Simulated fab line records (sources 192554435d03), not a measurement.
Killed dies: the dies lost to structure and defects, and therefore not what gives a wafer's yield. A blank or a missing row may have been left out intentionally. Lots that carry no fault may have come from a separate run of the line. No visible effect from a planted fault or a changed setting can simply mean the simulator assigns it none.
Split-lot experiment + flow n5-finfet + 21 wafers read across 7 lots, on a route 1938 steps long

SPLIT DETAILS
At N5_SD_EPI_P_COAT_35 (time 60 s, resist thk 35 nm), the setting spin-rpm was moved away from the recipe's 1500 rpm on 6 of the 21 wafers read, by -10.7% to +4.3%. This setting was run at the recipe's value on the other wafers.

FROM THE SPLIT TO THE READING: what the file shows between them, 3 steps
- N5_SD_EPI_P_COAT_03: resist thk 150 nm
- N5_SD_EPI_P_EBR_05
- N5_SD_EPI_P_DESCUM_14: chemistry O2, time 7.9 s

THE READING
CAR-ArF-block_of_SD_EPI_P_COAT_03.thk-nm (the simulator's own value, which no gauge read), in nm, at N5_SD_EPI_P_ETCH_36 (etches SiARC in CF4, target depth 45.5 nm, time 75.8 s). No usual value for it is given in the file. Average 110.9 nm, standard deviation 0.36 nm, over the 15 wafers here run with the recipe.

| wafer  | tool, chamber at the split | spin-rpm as run, rpm | against the recipe | CAR-ArF-block_of_SD_EPI_P_COAT_03.thk-nm, nm | against lot-mates on the recipe |
|--------|----------------------------|----------------------|--------------------|----------------------------------------------|---------------------------------|
| L078.2 | litho-track-01, 0          | 1500                 | recipe             | 111.4                                        | -                               |
| L078.4 | litho-track-01, 0          | 1500                 | recipe             | 111.2                                        | -                               |
| L078.5 | litho-track-01, 0          | 1564                 | +4.3%              | 111.6                                        | +0.3                            |
| L080.1 | litho-track-02, 0          | 1500                 | recipe             | 110.4                                        | -                               |
| L080.4 | litho-track-02, 0          | 1500                 | recipe             | 110.8                                        | -                               |
| L080.6 | litho-track-02, 0          | 1500                 | recipe             | 110.6                                        | -                               |
| L083.2 | litho-track-02, 0          | 1500                 | recipe             | 111.6                                        | -                               |
| L083.3 | litho-track-02, 0          | 1340                 | -10.7%             | 109.2                                        | -2.4                            |
| L083.6 | litho-track-02, 0          | 1340                 | -10.7%             | 109.2                                        | -2.4                            |
| L084.1 | litho-track-02, 0          | 1400                 | -6.7%              | 109.4                                        | -1.4                            |
| L084.3 | litho-track-02, 0          | 1500                 | recipe             | 111                                          | -                               |
| L084.4 | litho-track-02, 0          | 1500                 | recipe             | 110.6                                        | -                               |
| L087.3 | litho-track-01, 0          | 1500                 | recipe             | 110.6                                        | -                               |
| L087.4 | litho-track-01, 0          | 1500                 | recipe             | 110.8                                        | -                               |
| L087.6 | litho-track-01, 0          | 1500                 | recipe             | 110.4                                        | -                               |
| L095.1 | litho-track-03, 0          | 1390                 | -7.3%              | 109.8                                        | -1.6                            |
| L095.3 | litho-track-03, 0          | 1390                 | -7.3%              | 110.2                                        | -1.2                            |
| L095.6 | litho-track-03, 0          | 1500                 | recipe             | 111.4                                        | -                               |
| L097.4 | litho-track-02, 0          | 1500                 | recipe             | 111.2                                        | -                               |
| L097.5 | litho-track-02, 0          | 1500                 | recipe             | 110.8                                        | -                               |
| L097.6 | litho-track-02, 0          | 1500                 | recipe             | 110.8                                        | -                               |

FIT RESULTS
A straight line over all 21 wafers: CAR-ArF-block_of_SD_EPI_P_COAT_03.thk-nm changes by +0.158 nm for each +1% of spin-rpm; r = +0.88; the points scatter about the line by 0.36 nm.
The same after taking each lot's own level away (the mean of its wafers on the recipe; 21 wafers): +0.203 nm for each +1%; r = +0.97; scatter 0.21 nm.
That fit puts the effect of the largest move of spin-rpm on the reading at 2.2 nm.
The span of the lots' own levels, 110.60 to 111.60 nm, comes to 2.7 times the standard deviation stated above.
Thus the slope moves with the lot-to-lot level: the two fits are different.
Check: -2.13 nm against its lot-mates is what the line predicts for one of the wafers moved furthest among these (-10.7%) when that wafer is left out of the fit. Against them it came out at -2.4 nm.

ADDITIONAL SPLITS CARRIED BY THESE WAFERS
Other splits were also applied to these wafers ahead of the reading. Each is held against what the fit with the lots' levels taken away leaves over:
| other split on the same wafers       | wafers away from the commonest value | r with CAR-ArF-block_of_SD_EPI_P_COAT_03.thk-nm (lot level and that fit taken away) |
|--------------------------------------|--------------------------------------|-------------------------------------------------------------------------------------|
| N5_WELL_APT_COAT_02 spin-rpm         | 6                                    | +0.14                                                                               |
| N5_WELL_APT_PEB_06 peb-time-s        | 7                                    | +0.19                                                                               |
| N5_DUMMY_GATE_COAT_34 spin-rpm       | 8                                    | +0.30                                                                               |
| N5_DUMMY_GATE_DESCUM_20 time-s       | 7                                    | -0.15                                                                               |
| N5_SD_EPI_N_EPI_21 epi-growth-time-s | 4                                    | +0.02                                                                               |

THE WHOLE CHAIN: every reading that the file lists as answering this split, in the file's order
| step                | what it does                                           | reading                                                                                   | change (the file's fit)               | r (the file's) |
|---------------------|--------------------------------------------------------|-------------------------------------------------------------------------------------------|---------------------------------------|----------------|
| N5_SD_EPI_P_COAT_35 | time 60 s, resist thk 35 nm                            | SiARC_of_SD_EPI_P_COAT_35.thk-nm (the simulator's own value, which no gauge read)         | -0.196 nm for each +1% of the setting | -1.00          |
| N5_SD_EPI_P_ETCH_36 | etches SiARC in CF4, target depth 45.5 nm, time 75.8 s | etch.depth-nm (the simulator's own value, which no gauge read)                            | -0.193 nm for each +1% of the setting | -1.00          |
| N5_SD_EPI_P_ETCH_36 | etches SiARC in CF4, target depth 45.5 nm, time 75.8 s | CAR-ArF-block_of_SD_EPI_P_COAT_03.thk-nm (the simulator's own value, which no gauge read) | +0.202 nm for each +1% of the setting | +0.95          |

FILE'S OWN FIT
CAR-ArF-block_of_SD_EPI_P_COAT_03.thk-nm changes by +0.202 nm for each +1% of spin-rpm, r = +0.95.
